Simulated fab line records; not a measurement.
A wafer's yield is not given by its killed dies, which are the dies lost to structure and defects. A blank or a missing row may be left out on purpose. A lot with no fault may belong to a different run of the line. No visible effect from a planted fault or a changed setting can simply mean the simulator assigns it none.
A struck lot beside a sound one ; flow nand harc ; 14 steps out of a route of 1302
Sound: wafers L844.2, L844.3, L844.5. Struck: wafer L853.4. (L853.6 of the same lot was not struck and is left out.) The cause comes at the end.
Per side, at each step with rows, come the tool, then ch with its chambers, and then its first start. Under that, the readings that differ: sound wafers ; struck wafers ; difference of the means ; sigmas: that difference in standard deviations of wafers without a fault.
alike: a reading whose means differ by less than 2 such deviations, as well as words and numbers matching on both sides. not compared: withheld readings; readings where some wafer has no value; bounds like >300 that might hide an equal value; numbers whose values overlap and for which the record gives no deviation.
The two part at a step that has a row with sigmas, a row that says differs or no value, or rows on one side only. Numbers that don't overlap but have no deviation are shown without sigmas and don't part them. Lack of a reading on every wafer of one side parts them only where that side has two or more wafers.

NHARC_A_CHANNEL_FILL_D2_ALD_16: deposits SiO2, target thk 1.5 nm, pulse time 10 s, ald cycles 15.
  sound on ald hk-02 ch 0,2,3, day 15 12:31; struck on ald hk-04 ch 1, day 18 21:01
  alike: heater power w, precursor pulse height rel, susceptor temp C
then, 2 steps without rows for these wafers: NHARC_A_CHANNEL_FILL_D2_ANNEAL_17 (time 1800 s); NHARC_A_CHANNEL_FILL_D2_CVD_18 (deposits poly-Si, target thk 3 nm).
NHARC_A_CHANNEL_FILL_D2_ETCHBACK_19: etches the open film in HBr/Cl2, target depth 5 nm, time 1.7 s.
  sound on rie si-04 ch 1,2, day 16 01:00; struck on rie si-04 ch 3, day 19 08:46
  alike: drypump motor current A, oes product au, throttle valve pct
  not compared: rf hours counter h
NHARC_A_CHANNEL_FILL_D2_ETCHBACK_20: etches the open film in C4F8/O2/Ar, target depth 27 nm, time 13.5 s.
  sound on rie diel-12 ch 0,1,3, day 16 01:10; struck on rie diel-12 ch 3, day 19 08:52
  alike: oes product au, rf vpp V, run length s
  not compared: rf hours counter h
then, 5 steps without rows for these wafers: NHARC_A_CHANNEL_FILL_D2_STRIP_28 (strips in O2, time 20 s); NHARC_A_CHANNEL_FILL_D2_PRECLEAN_21 (cleans in dHF, time 30 s); NHARC_A_CHANNEL_FILL_D2_SRD_23; NHARC_A_CHANNEL_FILL_D2_CVD_05 (deposits poly-Si, target thk 5 nm); NHARC_A_CHANNEL_FILL_D2_ANNEAL_22 (time 7200 s).
NHARC_A_CHANNEL_FILL_D2_ALD_25: deposits SiOx, target thk 60 nm, pulse time 10 s, ald cycles 600.
  sound on ald hk-04 ch 0,3, day 16 14:34; struck on ald hk-01 ch 1, day 19 21:11
  alike: heater power w, precursor pulse height rel, susceptor temp C
NHARC_A_CHANNEL_FILL_D2_ETCHBACK_08: etches the open film in C4F8, target depth 220 nm, time 110 s.
  sound on rie diel-11 ch 0,2,3, day 16 22:39; struck on rie diel-11 ch 0, day 20 02:47
reading;sound;struck;difference;sigmas
run length s (s);131.6 131.0 131.6;149.3;+17.9;+45
  alike: oes product au, rf vpp V
  not compared: rf hours counter h
NHARC_A_CHANNEL_FILL_D2_STRIP_29: strips in O2, time 20 s.
  sound on rie diel-11 ch 0,1,2; struck on rie diel-11 ch 3
  alike: drypump motor current A, oes product au, rf vpp V, showerhead plenum p Torr, throttle valve pct
  not compared: rf hours counter h
-- the record jumps here: 10 days lie between the struck wafers' starts before and after (it left off in module A_CHANNEL_FILL_D2 and takes up again in module END, whose first step shown is number 1302 of the route) --
NHARC_END_SORT_01:
  here the record holds rows for the struck wafers (prober-01 ch 0, day 29 16:15) but none for the sound ones

WHERE THEY PART
First at NHARC_A_CHANNEL_FILL_D2_ETCHBACK_08; last, within this record, at NHARC_END_SORT_01.

WHY: whatever the simulator had introduced
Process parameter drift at NHARC_A_CHANNEL_FILL_D2_ETCHBACK_08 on rie diel-11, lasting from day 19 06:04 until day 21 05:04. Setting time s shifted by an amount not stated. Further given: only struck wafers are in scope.
